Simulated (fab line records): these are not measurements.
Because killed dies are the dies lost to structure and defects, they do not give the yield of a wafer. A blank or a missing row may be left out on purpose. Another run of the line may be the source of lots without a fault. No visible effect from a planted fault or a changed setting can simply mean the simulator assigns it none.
3 desks looking at one fault :: flow n5-finfet :: only its own numbers are on each desk; what lay behind them is given at the end

THE DEFECT DESK
Per lot, the means of the sampled wafers with a number show what the inspections along the route counted. A lot is out of limits, marked OUT, if its mean lies more than 4 standard deviations from the usual mean; the brackets give that distance.
Columns: A = raw-defect-count at N5_BEOL_M10_INSPECT_58, usual 80
lot: L982
first seen here: day 13 08:55
A: 78

lot: L984
first seen here: day 13 17:13
A: 84

lot: L986
first seen here: day 14 01:43
A: 54

lot: L987
first seen here: day 14 08:42
A: 52

lot: L994
first seen here: day 16 11:36
A: 70

lot: L995
first seen here: day 16 12:17
A: 98

lot: L997
first seen here: day 17 17:30
A: 72
This desk's finding: nothing out of limits on any of the 7 lots.

AT THE METROLOGY DESK
Means of the sampled wafers that have a number, per lot and without regard to the tool the lot ran on: this is what the gauges read. A lot is out of limits, marked OUT, if its mean lies more than 4 standard deviations from the usual mean; the brackets give that distance. 7 of its 37 readings are shown: the first one out of limits and those lying furthest out on some lot.
Columns: A = DIBL_N at N5_BEOL_M4_RC_MEAS_101, usual 36.5 mV/V; B = DIBL_P at N5_BEOL_M4_RC_MEAS_101, usual 36.9 mV/V; C = ION_P at N5_BEOL_M4_RC_MEAS_101, usual 461 uA/um; D = VT_P at N5_BEOL_M4_RC_MEAS_101, usual -250 mV; E = COMB_M10 at N5_BEOL_M15_RC_MEAS_101, usual 1.5e-11 S/m; F = COMB_M10_max_site at N5_BEOL_M15_RC_MEAS_101, usual 2.1e-11 S/m; G = SERP_M8 at N5_BEOL_M15_RC_MEAS_101, usual 14.2 ohm/um
lot: L982
first seen here: day 11 02:48
A: 35.9
B: 35.3
C: 448
D: -254
E: 3.6e-11 (+6.9) OUT
F: 6.0e-11 (+7.7) OUT
G: 15.5

lot: L984
first seen here: day 11 12:47
A: 36.8
B: 38.9
C: 464
D: -249
E: 2.9e-11 (+4.5) OUT
F: 3.8e-11
G: 14.4

lot: L986
first seen here: day 11 18:34
A: 35.3
B: 36.4
C: 462
D: -247
E: 1.8e-11
F: 2.2e-11
G: 13.6

lot: L987
first seen here: day 12 01:53
A: 36.8
B: 37.3
C: 464
D: -250
E: 4.2e-11 (+8.6) OUT
F: 5.9e-11 (+7.4) OUT
G: 14.1

lot: L994
first seen here: day 14 03:44
A: 37.9
B: 37.7
C: 482
D: -240
E: 1.3e-11
F: 1.9e-11
G: 13.9

lot: L995
first seen here: day 14 06:13
A: 37.0
B: 35.8
C: 448
D: -252
E: 1.6e-11
F: 2.1e-11
G: 14.3

lot: L997
first seen here: day 15 04:48
A: 41.2
B: 43.5
C: 464
D: -245
E: 1.5e-11
F: 2.3e-11
G: 14.2
This desk's finding: out of limits on L982, L984, L987; first on L982, day 14 23:52 (COMB_M10 at N5_BEOL_M15_RC_MEAS_101). In limits: L986, L994, L995, L997.

AT THE TOOL OWNER'S DESK: ald-metal-03
The tool's own readings at N5_BEOL_M10_ALD_74 (deposits TaN, target thk 2 nm, pulse time 2 s, purge time 3 s): means of the sampled wafers that have a number, for each lot that ran on this tool. A lot is out of limits, marked OUT, if its mean lies more than 4 standard deviations from the usual mean; the brackets give that distance.
Columns: A = heater-power-w at N5_BEOL_M10_ALD_74, usual 396 W
lot: L982
first seen here: day 13 05:26
A: 394

lot: L984
first seen here: day 13 14:15
A: 395

lot: L987
first seen here: day 14 06:44
A: 401

lot: L995
first seen here: day 16 10:34
A: 414

lot: L997
first seen here: day 17 15:44
A: 406
This desk's finding: nothing out of limits on any of the 5 lots.

BROUGHT TOGETHER
On L982, L984, L987, the metrology desk was in a position to raise an alarm at day 14 23:52.
The defect desk saw nothing out of limits.
Nothing out of limits was seen by the tool owner's desk.
The defect desk has L982, L984, L987 on record, within its limits.
On record at the tool owner's desk: L982, L984, L987, within its limits.
The lots listed all ran N5_BEOL_M10_ALD_74 on ald-metal-03.

WHAT WAS PUT IN BY THE SIMULATOR
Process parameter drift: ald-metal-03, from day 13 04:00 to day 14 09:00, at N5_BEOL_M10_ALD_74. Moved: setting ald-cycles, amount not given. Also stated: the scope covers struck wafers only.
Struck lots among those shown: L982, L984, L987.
Hours from the fault's start to each desk's first reading out of limits: the metrology desk, 44.
